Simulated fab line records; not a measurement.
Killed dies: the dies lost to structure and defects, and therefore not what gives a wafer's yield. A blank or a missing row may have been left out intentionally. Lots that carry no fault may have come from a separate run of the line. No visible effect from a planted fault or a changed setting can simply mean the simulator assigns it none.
The tool behind it: which one?    flow nand harc    24 lots with 72 wafers sampled at 2 steps, on a route of 1159 steps

WHAT EACH GAUGE READ, for each wafer
NHARC_A_SOURCE_PLATE_THK_MEAS_09: measures by ellipsometry. Usual: thk nm 9.7 nm, standard deviation 1.
lot   measured      on             thk nm (nm)     flag
L075  day 7 07:12   film metro-01  10.2 9.3 9.7    
L074  day 7 07:12   film metro-02  8.3 9.2 8.4     
L077  day 7 18:39   film metro-01  10.2 8.0 10.2   
L078  day 7 18:39   film metro-02  10.7 11.6 8.3   
L076  day 7 18:40   film metro-01  9.2 9.8 10.3    
L079  day 8 05:19   film metro-01  8.6 10.5 10.6   
L080  day 8 12:50   film metro-02  8.7 10.1 10.1   
L081  day 8 12:51   film metro-01  11.2 9.5 8.7    
L082  day 9 01:01   film metro-01  10.3 8.0 9.0    
L084  day 9 07:34   film metro-01  9.5 11.2 9.7    
L083  day 9 18:02   film metro-01  10.1 11.5 9.4   
L088  day 10 07:11  film metro-02  8.0 10.3 10.2   
L087  day 10 07:11  film metro-01  8.0 9.9 8.9     
L086  day 10 07:11  film metro-02  10.2 10.8 9.6   
L085  day 10 07:11  film metro-01  9.2 9.8 7.1     
L089  day 11 03:58  film metro-01  9.8 10.5 8.2    
L091  day 11 03:58  film metro-01  8.6 9.8 10.4    
L090  day 11 03:58  film metro-02  8.3 9.5 11.0    
L093  day 11 12:38  film metro-02  9.0 10.7 12.1   
L092  day 11 12:38  film metro-01  9.5 9.7 10.7    
L094  day 11 21:54  film metro-01  8.6 9.4 10.2    
L095  day 11 21:54  film metro-02  8.6 10.1 9.1    
L096  day 12 09:47  film metro-02  8.4 10.6 9.5    
L097  day 12 14:48  film metro-01  10.9 11.0 10.8  

EACH LOT AND THE TOOL THAT RAN IT (in order: tool; ch and the chambers of the sampled wafers; start)
lot   NHARC_P_BONDPAD_STRIP_15
L075  rie diel-05 ch 0,1, day 6 19:07
L074  rie diel-09 ch 1,2,3, day 6 20:43
L077  rie diel-05 ch 0,1,3, day 7 05:49
L078  rie diel-09 ch 0,1,2, day 7 06:07
L076  rie diel-05 ch 1,2, day 7 06:07
L079  rie diel-09 ch 1,2,3, day 7 16:40
L080  rie diel-09 ch 1,2,3, day 8 00:20
L081  rie diel-09 ch 1,3, day 8 01:20
L082  rie diel-09 ch 0,2,3, day 8 12:30
L084  rie diel-11 ch 0,1,2, day 8 19:14
L083  rie diel-09 ch 0,1,2, day 9 05:59
L088  rie diel-09 ch 0,3, day 9 16:44
L087  rie diel-09 ch 0,1,2, day 9 17:15
L086  rie diel-09 ch 1,2,3, day 9 17:18
L085  rie diel-11 ch 0,1,2, day 9 17:31
L089  rie diel-09 ch 2,3, day 10 15:41
L091  rie diel-09 ch 0,1,3, day 10 16:25
L090  rie diel-11 ch 1,3, day 10 16:56
L093  rie diel-09 ch 0,1,3, day 11 00:32
L092  rie diel-11 ch 0,2,3, day 11 00:38
L094  rie diel-09 ch 1,3, day 11 07:40
L095  rie diel-09 ch 2,3, day 11 12:26
L096  rie diel-11 ch 0,3, day 11 22:23
L097  rie diel-05 ch 0,1,2, day 12 02:23
- NHARC_P_BONDPAD_STRIP_15: strips in O2.

AS READ BY THE TOOLS THEMSELVES (means over the sampled wafers that have a number; for cases with no such wafer, the mark the record gives instead)
NHARC_P_BONDPAD_STRIP_15. Usual: drypump motor current A 5.7 A, standard deviation 0.38; oes product au 1.005 a.u., standard deviation 0.0071; rf vpp V 57.9 V, standard deviation 0.79; showerhead plenum p Torr 3.59 Torr, standard deviation 0.14; throttle valve pct 17.037 %, standard deviation 0.0087.
lot   tool         drypump motor current A (A)  oes product au (a.u.)  rf vpp V (V)  showerhead plenum p Torr (Torr)  throttle valve pct (%)  flag
L075  rie diel-05  6.0                          1.006                  58.7          3.65                             17.041                  
L074  rie diel-09  5.6                          1.005                  57.7          3.66                             17.037                  
L077  rie diel-05  6.0                          0.998                  58.2          3.54                             17.035                  
L078  rie diel-09  5.5                          1.009                  57.8          3.52                             17.038                  
L076  rie diel-05  5.8                          1.005                  57.4          3.62                             17.035                  
L079  rie diel-09  5.6                          0.999                  58.4          3.66                             17.034                  
L080  rie diel-09  5.7                          1.011                  58.1          3.66                             17.040                  
L081  rie diel-09  5.8                          1.012                  57.7          3.75                             17.037                  
L082  rie diel-09  5.9                          1.008                  58.0          3.56                             17.031                  
L084  rie diel-11  5.6                          1.005                  58.4          3.65                             17.045                  
L083  rie diel-09  5.5                          1.008                  57.6          3.52                             17.031                  
L088  rie diel-09  6.0                          0.999                  58.5          3.65                             17.035                  
L087  rie diel-09  5.5                          1.004                  57.7          3.52                             17.037                  
L086  rie diel-09  5.7                          1.003                  57.8          3.66                             17.042                  
L085  rie diel-11  5.6                          1.012                  57.9          3.64                             17.039                  
L089  rie diel-09  6.1                          1.010                  57.0          3.70                             17.030                  
L091  rie diel-09  5.7                          1.006                  57.5          3.61                             17.039                  
L090  rie diel-11  5.8                          0.999                  58.0          3.62                             17.040                  
L093  rie diel-09  5.7                          1.001                  57.8          3.61                             17.047                  
L092  rie diel-11  5.8                          1.004                  58.0          3.64                             17.031                  
L094  rie diel-09  5.9                          1.000                  57.8          3.75                             17.034                  
L095  rie diel-09  5.9                          1.003                  58.2          3.61                             17.030                  
L096  rie diel-11  5.7                          1.006                  57.1          3.59                             17.035                  
L097  rie diel-05  5.8                          1.009                  58.0          3.57                             17.040                  

THE ANSWER, worked out from the rows above alone
Rule: lot off if the mean of its wafers having a number is beyond 3 standard deviations from the usual mean. Also off: a lot with no number at a reading for which 4 or more lots have one. All remaining lots with rows at the step are treated as sound. The gauges are gone through in route order, then the tools' own readings, and for those a lot's mean is taken as printed above. At the first step where some lot is off, the reading lying furthest off is the one used; lots without a number count as furthest.
None of the lots is off at any reading shown; this tells nothing.

WHAT THE SIMULATOR PUT IN
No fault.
